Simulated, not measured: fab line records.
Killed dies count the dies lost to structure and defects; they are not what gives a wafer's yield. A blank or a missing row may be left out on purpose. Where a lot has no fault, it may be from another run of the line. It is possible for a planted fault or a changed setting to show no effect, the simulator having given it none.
Which of the tools did it?    flow n5 finfet    11 lots with 29 wafers sampled at 3 steps, on a route of 1938 steps

== WHAT THE GAUGES READ, wafer by wafer ==
N5_BEOL_M5_CD_MEAS_28: target cd 30.6 nm, target cd y 20 nm.
lot   measured      on         cd nm (nm)
L208  day 7 18:43   cd sem-02  30.79 30.60 30.02
L209  day 8 10:15   cd sem-01  30.70 30.58 30.82
L212  day 9 06:11   cd sem-02  30.21 29.98 29.95
L215  day 9 14:11   cd sem-03  30.83 30.56 30.74
L218  day 10 10:36  cd sem-01  30.81 30.57 30.67
L217  day 10 10:44  cd sem-02  31.01 31.01
L219  day 10 15:46  cd sem-03  30.70 30.51
L226  day 12 15:04  cd sem-03  30.93 30.75
L227  day 12 20:34  cd sem-03  30.99 30.23 30.54
L229  day 13 15:40  cd sem-01  30.46 30.45
L230  day 13 22:04  cd sem-03  31.06 30.44 30.17

== TOOL THAT RAN EACH LOT (tool first, then ch and the chambers of the sampled wafers, then the start) ==
lot   N5_BEOL_M5_ETCH_72                  N5_BEOL_M5_EXPOSE_25
L208  rie diel-04 ch 0,2,3, day 7 17:50   euv scanner-01 ch 0, day 7 18:35
L209  rie diel-04 ch 0,1,2, day 8 09:25   euv scanner-01 ch 0, day 8 10:07
L212  rie diel-05 ch 0,1, day 9 04:38     euv scanner-01 ch 0, day 9 06:03
L215  rie diel-05 ch 1,2, day 9 13:14     euv scanner-01 ch 0, day 9 14:03
L218  rie diel-03 ch 0,2,3, day 10 09:43  euv scanner-02 ch 0, day 10 10:28
L217  rie diel-05 ch 2,3, day 10 09:56    euv scanner-02 ch 0, day 10 10:35
L219  rie diel-05 ch 0,3, day 10 13:01    euv scanner-02 ch 0, day 10 15:40
L226  rie diel-03 ch 1,2, day 12 12:48    euv scanner-02 ch 0, day 12 14:55
L227  rie diel-03 ch 2,3, day 12 16:33    euv scanner-02 ch 0, day 12 20:26
L229  rie diel-03 ch 0,1, day 13 14:49    euv scanner-02 ch 0, day 13 15:31
L230  rie diel-03 ch 0,1,2, day 13 21:06  euv scanner-02 ch 0, day 13 21:56
- N5_BEOL_M5_ETCH_72: etches underlayer in N2/H2, target depth 6.5 nm, time 5.2 s.
- N5_BEOL_M5_EXPOSE_25: exposes mask V4, defocus 10 nm.

== THE ANSWER, worked out from the rows above alone ==
Rule: what is usual is taken from the lots themselves. Put in order of their means at a reading, lots are off if they are a third of the lots or fewer, leave a main group of 4 or more, and stand apart from it by a gap of 3 or more times the standard deviation of the main group's means; of several such gaps the widest counts. A main group is skipped when, at the precision printed for the reading in the tables above, its means are all equal. Also off: a lot with no number at a reading for which 4 or more lots have one. Any other lot the step has rows for is counted as sound.
No lot is off at any reading shown: from this, nothing can be told.

== WHAT THE SIMULATOR HAD INSERTED ==
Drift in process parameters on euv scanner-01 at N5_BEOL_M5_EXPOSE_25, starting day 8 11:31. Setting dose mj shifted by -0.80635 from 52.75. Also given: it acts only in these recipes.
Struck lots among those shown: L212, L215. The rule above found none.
